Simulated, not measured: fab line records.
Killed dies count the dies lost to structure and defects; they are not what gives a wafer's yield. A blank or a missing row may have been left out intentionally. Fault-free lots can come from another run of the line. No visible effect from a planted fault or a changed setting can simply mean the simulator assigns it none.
fab line records	flow nandHarc
[record] lots = 7	wafers = 19	lastDay = 24
route steps=1159 shown A_CONTACT@847 END@1159
lots with no fault: from the same line, run without faults
startH: hours from the record's first day to the start of the lot's first wafer shown	waitH: time in hours since the lot's previous step	" same as the row above	L1.1+2: a row that stands for several wafers	- no value present, or no start provided	* or withheld: withheld	< > ~ a bound
route shown NAME@n: names a module that has steps shown in the file, with the first one's number in the route	usual: mean and standard deviation over wafers with no fault	same: alike in all rows	chamber/n: place in a boat	sites: each site's reading	_std_site: standard deviation of those values	_edge_site: mean of outer sites minus mean of inner sites	radiusMm: how far each site lies from the wafer's centre	mask NAME#n: copy n	behind: the last tool/chamber to shape the wafer	hold: why the lot was held/for how many hours/how that ended	device: names the non-switching transistor (n, p or np)	end of line: at the end of the route, the tests of the same wafers	where a step has no rows: the recipe by itself	killed: not the wafer's yield, but the dies lost to structure and defects at the first sort	map: per-die view of a wafer (x killed, . not killed, _ where there is no die)
set.NAME: setting as actually run; set.NAME@STEP: the setting as run at that earlier step	model.NAME: the simulator's own value behind a step, which no gauge read
lots at some steps of the route; a table a step, a row a wafer
services: the hour from which a tool's chamber was out of use, counted from the record's first day as startH (under 0 if before that day), plus the number of hours and why
[[steps]]
[step NHARC_A_CONTACT_COAT_35]
[recipe] tempC = 225	timeS = 65
[step NHARC_A_CONTACT_COAT_36]
[recipe] spinRpm = 1500	resistThkNm = 90
[step NHARC_A_CONTACT_SOFTBAKE_37]
[recipe] tempC = 105	timeS = 55
[step NHARC_A_CONTACT_EBR_38]
[step NHARC_A_CONTACT_EXPOSE_39]
[recipe] na = 1.35	sigmaOuter = 0.8	doseMj = 58.79	maskId = A_CC_3
[step NHARC_A_CONTACT_PEB_40]
[recipe] pebTempC = 100	pebTimeS = 65
[step NHARC_A_CONTACT_DEVELOP_41]
[recipe] developTimeS = 35	devTempC = 23
[step NHARC_A_CONTACT_CD_MEAS_42]
[recipe] targetCdNm = 200	landingEnergyEv = 500
[usual] cdNm = 200.0/0.55
lot.wafer	tool	chamber	startH	waitH	cdNm
L784.3	cdSem-01	0	368.59	-	199.6
L784.4	"	0	"	"	199.9
L784.6	"	0	"	"	199.2
L785.2	cdSem-03	0	401.61	-	199.1
L785.3	"	0	"	"	199.7
L785.4	"	0	"	"	199.7
L786.1	cdSem-01	0	409.04	-	199.1
L786.5	"	0	"	"	200.0
L791.2	cdSem-02	0	425.20	-	200.2
L791.3	"	0	"	"	199.8
L796.1	cdSem-01	0	438.94	-	200.7
L796.2	"	0	"	"	200.5
L796.3	"	0	"	"	200.0
L800.2	cdSem-02	0	489.35	-	199.7
L800.5	"	0	"	"	199.9
L800.6	"	0	"	"	199.9
L803.1	cdSem-01	0	493.26	-	199.7
L803.2	"	0	"	"	199.0
L803.4	"	0	"	"	200.0
[step NHARC_A_CONTACT_OVL_MEAS_43]
[usual] overlayXNm = -0.1/0.82	overlayYNm = 0.3/0.86
lot.wafer	tool	chamber	startH	waitH	overlayXNm	overlayYNm
L784.3	overlay-02	-	368.67	-	-1.2	0.9
L784.4	"	-	"	"	-1.5	1.2
L784.6	"	-	"	"	-1.4	0.6
L785.2	overlay-02	-	401.70	-	0.2	0.9
L785.3	"	-	"	"	0.0	1.3
L785.4	"	-	"	"	0.7	1.2
L786.1	overlay-02	-	409.14	-	0.9	1.5
L786.5	"	-	"	"	0.8	1.9
L791.2	overlay-01	-	425.28	-	0.0	-0.2
L791.3	"	-	"	"	-0.8	0.0
L796.1	overlay-02	-	439.04	-	-1.0	0.0
L796.2	"	-	"	"	-1.5	-0.3
L796.3	"	-	"	"	-1.4	-0.7
L800.2	overlay-01	-	489.43	-	0.3	0.0
L800.5	"	-	"	"	0.4	0.5
L800.6	"	-	"	"	-0.3	0.5
L803.1	overlay-01	-	493.37	-	0.0	0.5
L803.2	"	-	"	"	-0.1	0.9
L803.4	"	-	"	"	-0.3	0.5
[step NHARC_A_CONTACT_INSPECT_44]
[usual] rawDefectCount = 29/16
lot.wafer	tool	chamber	startH	waitH	rawDefectCount
L784.3	defectInspect-01	-	368.71	0.0	31
L784.4	"	-	"	"	29
L784.6	"	-	"	"	28
L785.2	defectInspect-02	-	401.73	0.0	17
L785.3	"	-	"	"	23
L785.4	"	-	"	"	20
L786.1	defectInspect-02	-	409.17	0.0	22
L786.5	"	-	"	"	14
L791.2	defectInspect-02	-	425.32	0.0	11
L791.3	"	-	"	"	9
L796.1	defectInspect-02	-	439.08	0.0	83
L796.2	"	-	"	"	49
L796.3	"	-	"	"	53
L800.2	defectInspect-02	-	489.47	0.0	17
L800.5	"	-	"	"	17
L800.6	"	-	"	"	9
L803.1	defectInspect-02	-	493.40	0.0	37
L803.2	"	-	"	"	35
L803.4	"	-	"	"	34
[step NHARC_A_CONTACT_DESCUM_47]
[recipe] timeS = 3	o2FlowSccm = 200	arFlowSccm = 0	biasPowerW = 0	chemistry = O2
[usual] drypumpMotorCurrentA = 5.83/0.26	o2FlowSccm = 200.0/0.59	oesProductAu = 1.001/0.0088	rfVppV = 57.7/0.94	showerheadPlenumPTorr = 1.89/0.09	throttleValvePct = 11.310/0.0088
lot.wafer	tool	chamber	startH	waitH	drypumpMotorCurrentA	o2FlowSccm	oesProductAu	rfHoursCounterH	rfVppV	showerheadPlenumPTorr	throttleValvePct
L784.3	rieDiel-09	3	368.77	0.1	6.10	200.1	0.999	22	57.4	1.94	11.309
L784.4	"	0	"	"	5.77	199.7	0.999	20	56.9	1.81	11.322
L784.6	"	3	"	"	6.09	200.6	1.008	-	58.6	1.94	11.311
L785.4	rieDiel-09	1	401.79	0.1	5.47	198.4	1.010	25	57.5	1.80	11.302
L785.2	"	2	"	"	5.99	200.9	0.990	25	56.2	1.76	11.306
L785.3	"	0	"	"	5.79	199.2	0.993	26	58.0	1.81	11.292
L786.1	rieDiel-09	0	409.24	0.1	5.78	200.1	0.990	27	58.5	1.81	11.317
L786.5	"	0	"	"	5.76	200.0	0.992	-	57.0	1.81	11.294
L791.3	rieDiel-09	0	425.38	0.1	5.78	199.2	1.009	31	56.9	1.81	11.327
L791.2	"	3	"	"	6.10	200.6	1.007	33	57.8	1.94	11.325
L796.2	rieDiel-03	2	439.41	0.3	5.90	199.8	1.011	14	57.4	1.97	11.317
L796.1	"	3	"	"	5.71	200.5	1.017	14	57.4	1.82	11.307
L796.3	"	1	"	"	5.64	200.0	0.995	14	56.9	1.91	11.292
L800.2	rieDiel-02	1	489.56	0.1	5.07	200.2	0.999	53	59.4	2.06	11.311
L800.6	"	2	"	"	5.65	200.6	1.007	-	57.3	1.84	11.312
L800.5	"	3	"	"	6.47	200.1	0.997	-	59.9	2.06	11.312
L803.1	rieDiel-09	3	493.46	0.1	6.10	200.4	0.998	9	58.9	1.93	11.321
L803.4	"	1	"	"	5.47	199.9	0.990	10	56.6	1.80	11.308
L803.2	"	2	"	"	5.98	199.6	1.010	8	58.0	2.07	11.294
[step NHARC_A_CONTACT_ETCH_48]
[recipe] targetDepthA = 390	overEtchFrac = 0.3	timeS = 65	ionEnergyEv = 80	cf4FlowSccm = 150	arFlowSccm = 0	rfW = 300	biasW = 100	chemistry = CF4
[usual] drypumpMotorCurrentA = 5.81/0.27	oesProductAu = 0.999/0.0096	rfVppV = 151.0/1.2	runLengthS = 86.3/0.36	showerheadPlenumPTorr = 1.75/0.076	throttleValvePct = 13.284/0.0097
lot.wafer	tool	chamber	startH	waitH	drypumpMotorCurrentA	oesProductAu	rfHoursCounterH	rfVppV	runLengthS	showerheadPlenumPTorr	throttleValvePct
L784.4	rieDiel-09	3	368.86	0.1	6.09	1.010	22	150.6	86.5	1.79	13.297
L784.3	"	1	"	"	5.46	1.016	19	150.8	86.1	1.68	13.279
L784.6	"	2	"	"	5.99	0.997	-	149.7	86.5	1.64	13.279
L785.2	rieDiel-09	1	401.88	0.1	5.46	1.006	25	150.2	86.6	1.67	13.275
L785.4	"	2	"	"	6.02	0.992	25	149.9	86.6	1.64	13.278
L785.3	"	3	"	"	6.10	1.003	29	152.5	86.8	1.79	13.281
L786.1	rieDiel-09	0	409.32	0.1	5.78	0.997	27	150.9	86.2	1.68	13.285
L786.5	"	1	"	"	5.48	1.003	-	149.3	86.4	1.67	13.285
L791.3	rieDiel-09	2	425.47	0.1	5.99	0.985	29	149.4	86.7	1.64	13.284
L791.2	"	0	"	"	5.77	0.998	31	151.7	86.2	1.68	13.283
L796.1	rieDiel-03	2	439.69	0.3	5.88	0.994	14	151.6	86.6	1.82	13.269
L796.2	"	3	"	"	5.72	1.012	14	149.7	86.2	1.68	13.282
L796.3	"	0	"	"	5.86	0.984	15	151.6	85.9	1.75	13.290
L800.2	rieDiel-02	3	489.62	0.1	6.47	1.005	55	152.2	86.7	1.89	13.270
L800.5	"	2	"	"	5.63	1.022	-	150.4	86.2	1.70	13.286
L800.6	"	3	"	"	6.48	1.002	-	152.6	86.9	1.89	13.297
L803.1	rieDiel-09	2	493.55	0.1	5.99	1.004	8	153.5	86.4	1.91	13.281
L803.2	"	3	"	"	6.08	1.011	9	151.2	86.9	1.79	13.284
L803.4	"	1	"	"	5.49	0.992	10	150.4	86.0	1.67	13.292
[step NHARC_A_CONTACT_ETCH_49]
[recipe] targetDepthA = 2600	overEtchFrac = 0.3	timeS = 475.3	ionEnergyEv = 200	n2FlowSccm = 150	h2FlowSccm = 150	arFlowSccm = 0	rfW = 400	biasW = 150	chemistry = N2/H2
[usual] drypumpMotorCurrentA = 5.82/0.27	oesProductAu = 0.999/0.01	rfVppV = 429.5/2.7	runLengthS = 496.6/0.37	showerheadPlenumPTorr = 2.01/0.093	throttleValvePct = 14.170/0.0096
lot.wafer	tool	chamber	startH	waitH	drypumpMotorCurrentA	oesProductAu	rfHoursCounterH	rfVppV	runLengthS	showerheadPlenumPTorr	throttleValvePct
L784.3	rieDiel-09	3	368.94	-	6.09	1.009	22	430.6	497.1	2.07	14.172
L784.4	"	0	"	"	5.78	0.992	20	425.4	496.5	1.93	14.167
L784.6	"	3	"	"	6.12	1.019	-	430.8	497.5	2.07	14.181
L785.2	rieDiel-09	2	401.97	-	6.00	0.985	25	426.2	382.1	1.88	14.175
L785.4	"	0	"	"	5.80	0.995	26	427.5	496.5	1.93	14.155
L785.3	"	1	"	"	5.47	1.007	25	427.8	496.5	1.92	14.187
L786.1	rieDiel-09	3	409.52	-	6.08	1.004	30	431.5	382.4	2.07	14.160
L786.5	"	0	"	"	5.79	0.999	-	426.9	496.4	1.93	14.181
L791.2	rieDiel-09	2	425.56	-	5.98	0.977	29	426.1	382.0	1.88	14.173
L791.3	"	0	"	"	5.77	0.997	31	429.8	496.4	1.93	14.173
L796.3	rieDiel-03	1	439.94	-	5.64	0.997	15	432.8	496.7	2.04	14.168
L796.2	"	3	"	"	5.74	1.016	14	427.2	496.4	1.93	14.176
L796.1	"	0	"	"	5.92	0.994	15	430.6	496.0	2.02	14.181
L800.2	rieDiel-02	2	489.77	-	5.65	0.997	56	428.0	496.3	1.96	14.188
L800.6	"	0	"	"	6.31	0.995	-	427.2	496.7	1.96	14.166
L800.5	"	1	"	"	5.09	0.988	-	434.1	496.6	2.20	14.168
L803.4	rieDiel-09	3	493.64	-	6.11	0.994	9	431.0	497.0	2.06	14.172
L803.2	"	1	"	"	5.46	0.993	10	427.6	496.8	1.91	14.168
L803.1	"	2	"	"	6.01	1.001	8	434.0	496.6	2.22	14.162
[step NHARC_A_CONTACT_ETCH_50]
[recipe] targetDepthA = 847	timeS = 42.4	cf4FlowSccm = 100	chf3FlowSccm = 30	arFlowSccm = 0	rfW = 500	biasW = 200	chemistry = CF4/CHF3
[usual] drypumpMotorCurrentA = 5.83/0.26	oesProductAu = 0.950/0.022	rfVppV = 369.8/2.5	runLengthS = 63.7/0.41	showerheadPlenumPTorr = 1.55/0.069	throttleValvePct = 16.801/0.0096
lot.wafer	tool	chamber	startH	waitH	drypumpMotorCurrentA	oesProductAu	rfHoursCounterH	rfVppV	runLengthS	showerheadPlenumPTorr	throttleValvePct
L784.4	rieDiel-09	1	-	-	5.48	0.991	19	367.5	63.9	1.49	16.798
L784.3	"	2	"	"	6.00	0.952	19	367.0	63.7	1.46	16.807
L784.6	"	0	"	"	5.78	0.970	-	368.9	63.4	1.50	16.793
L785.2	rieDiel-09	2	-	-	6.01	0.942	26	367.6	63.9	1.46	16.803
L785.3	"	0	"	"	5.78	0.970	26	368.2	64.3	1.49	16.806
L785.4	"	1	"	"	5.49	0.971	25	368.9	63.9	1.49	16.801
L786.1	rieDiel-09	1	-	-	5.46	0.973	26	367.9	63.8	1.49	16.801
L786.5	"	3	"	"	6.07	0.969	-	370.6	64.2	1.59	16.811
L791.3	rieDiel-09	0	-	-	5.77	0.962	31	368.5	63.5	1.49	16.811
L791.2	"	1	"	"	5.47	0.978	28	367.4	63.8	1.49	16.809
L796.2	rieDiel-03	2	-	-	5.88	0.944	15	371.9	63.9	1.62	16.812
L796.3	"	3	"	"	5.73	0.932	15	368.2	63.1	1.50	16.800
L796.1	"	0	"	"	5.88	0.924	16	368.9	63.2	1.56	16.808
L800.2	rieDiel-02	0	-	-	6.29	0.925	56	368.3	63.9	1.51	16.806
L800.5	"	3	"	"	6.47	0.920	-	373.5	65.0	1.69	16.801
L800.6	"	0	"	"	6.29	0.922	-	366.6	63.8	1.51	16.812
L803.1	rieDiel-09	1	-	-	5.47	0.975	10	366.2	63.9	1.48	16.798
L803.4	"	2	"	"	6.00	0.977	8	375.0	63.7	1.70	16.811
L803.2	"	0	"	"	5.77	0.965	10	367.3	63.7	1.49	16.792
[step NHARC_END_SORT_01]
[recipe] tempC = 25
[usual] killedAtArray = 28/11	killedAtOther = 0.5/0.85	killedAtPeriphery = 2.7/1.9	killedDies = 32/12	killedOpen = 3.3/1.6	killedShort = 2.1/1.5
[same] grossDies = 677
lot.wafer	tool	chamber	startH	waitH	killedAtArray	killedAtOther	killedAtPeriphery	killedDies	killedOpen	killedShort
L785.2	prober-01	0	481.33	2.8	89	0	4	93	3	0
L786.1	prober-01	0	488.32	2.5	84	0	4	88	5	1
L791.2	prober-02	0	494.06	2.8	94	1	4	99	3	4
// killed by level:class
L785.2 A_CONTACT:areaEtch=69 A_CHANNEL_HOLE_D1:chamberFilmFlake=10 A_BLC:chamberFilmFlake=5 P_M0:chamberFilmFlake=2 A_CONTACT:chamberFilmFlake=2 P_GATE:geometricParticle:open=1 A_CHANNEL_FILL_D1:geometricParticle:open=1 A_BLC:geometricParticle:open=1
L786.1 A_CONTACT:areaEtch=64 A_SLIT:chamberFilmFlake=11 A_CONTACT:geometricParticle:open=3 A_CHANNEL_HOLE_D1:chamberFilmFlake=3 P_GATE:geometricParticle:open=2 A_CHANNEL_HOLE_D1:geometricParticle:short=1 P_STI:chamberFilmFlake=1 P_GATE:chamberFilmFlake=1
L791.2 A_CONTACT:areaEtch=73 A_CONTACT:chamberFilmFlake=4 P_GATE:chamberFilmFlake=3 A_CHANNEL_HOLE_D1:chamberFilmFlake=3 A_STAIRCASE:chamberFilmFlake=3 A_SOURCE_PLATE:geometricParticle:short=2 A_WL_FILL:geometricParticle:short=2 A_WL_FILL:geometricParticle:open=2
// map L785.2 (x killed, . not)
____________.____________
_________...x..x_________
_______.....x..xxx_______
______...x..xx.xxxx______
_____x.....x......xx_____
____..x...........xx.____
____..xx.............____
___..................x___
___x.........xx......x___
__..................xxx__
__..........x.........x__
_...x..............x...x_
_......................x_
_xx..................x.x_
_...................x..x_
_x.....................x_
.x.x...................x.
x...................x..xx
.....................x.x.
.x.......................
x......................xx
_.....................x._
_.......x..............._
_.x.......xx............_
_x..................x..._
_......................x_
__......x............x.__
__....x...............x__
___...................___
___..............x.x.x___
____...x........x.x..____
____............x.x.x____
_____...........xxxx_____
______........x..xx______
_______.....x.xxxx_______
_________....xxx_________
____________.____________
// map L786.1 (x killed, . not)
____________.____________
_________......._________
_______........x.._______
______.............______
_____x..x..........._____
____.................____
____.x.x..xx.........____
___...................___
___...........x.x.....___
__.....................__
__....x................__
_.x...x.............x..._
_..x...x.x.............._
_xxx.....x....x........._
_.xxx.x......x.........._
_xx...........xx........_
.....x...x..x.x..........
.......xx................
....xxxx.x..x..x.x.......
....x..xx....xx........x.
...........x.x...........
_...xx...x.x...x........_
_.....xx..x.xxx.xx......_
_..x......xx....x......._
_....x.x...x.....x......_
_.....x..xx......x......_
__x.........x..........__
__.......xxx...........__
___..x....x...........___
___...................___
____........x........____
____.................____
_____......x........_____
______.....x.x.....______
_______..........._______
_________......._________
____________.____________
[[services]]
tool	chamber	startH	hours	kind
rieDiel-09	2	350.26	6.1	repair
rieDiel-09	0	361.42	-	clean
rieDiel-09	1	361.42	-	clean
rieDiel-09	2	361.42	-	clean
rieDiel-09	3	361.42	-	clean
rieDiel-03	1	362.93	8.5	repair
rieDiel-09	0	385.92	-	clean
rieDiel-09	1	385.92	-	clean
rieDiel-09	2	385.92	-	clean
rieDiel-09	3	385.92	-	clean
rieDiel-03	-	392.40	9.0	pm
rieDiel-09	0	410.74	-	clean
rieDiel-09	1	410.74	-	clean
rieDiel-09	2	410.74	-	clean
rieDiel-09	3	410.74	-	clean
rieDiel-09	1	416.14	3.3	repair
rieDiel-09	-	431.41	9.0	pm
rieDiel-09	0	431.41	9.0	ventCycle
rieDiel-09	1	431.41	9.0	ventCycle
rieDiel-09	2	431.41	9.0	ventCycle
rieDiel-09	3	431.41	9.0	ventCycle
rieDiel-09	0	440.41	-	clean
rieDiel-02	1	467.53	6.4	repair
rieDiel-03	0	486.63	5.8	repair
[[key]]
[firstSign] step = NHARC_A_CONTACT_ETCH_49	reading = runLengthS	direction = down	sigmas = 99+	usual = *	struck = *
[effect] step = NHARC_END_SORT_01	reading = killedAtArray	direction = up	sigmas = 5.3	usual = 28	struck = 89
[moreKillsBornAt] NHARC_A_CONTACT_ETCH_49@rieDiel-09 = 206
metAt NHARC_A_CONTACT_ETCH_49
struckWafers L785.2,L786.1,L791.2
testerLeftOut L785,L786,L791
onsetBetween 368.94 401.97
[fault] kind = processParameterDrift	tool = rieDiel-09	chamber = -	onsetH = 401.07	steps = NHARC_A_CONTACT_ETCH_49	channel = timeS	offset = *	shape = step	endH = 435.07	scope = struckWafersOnly	actsIn = *	stated = *
// testerLeftOut: of these lots the tester's yield and bins aren't shown, on N5 and GAA mostly nor the transistor test; their killed dies are dies lost to structure and defects alone, not to doping, threshold or leakage, so they don't give the yield
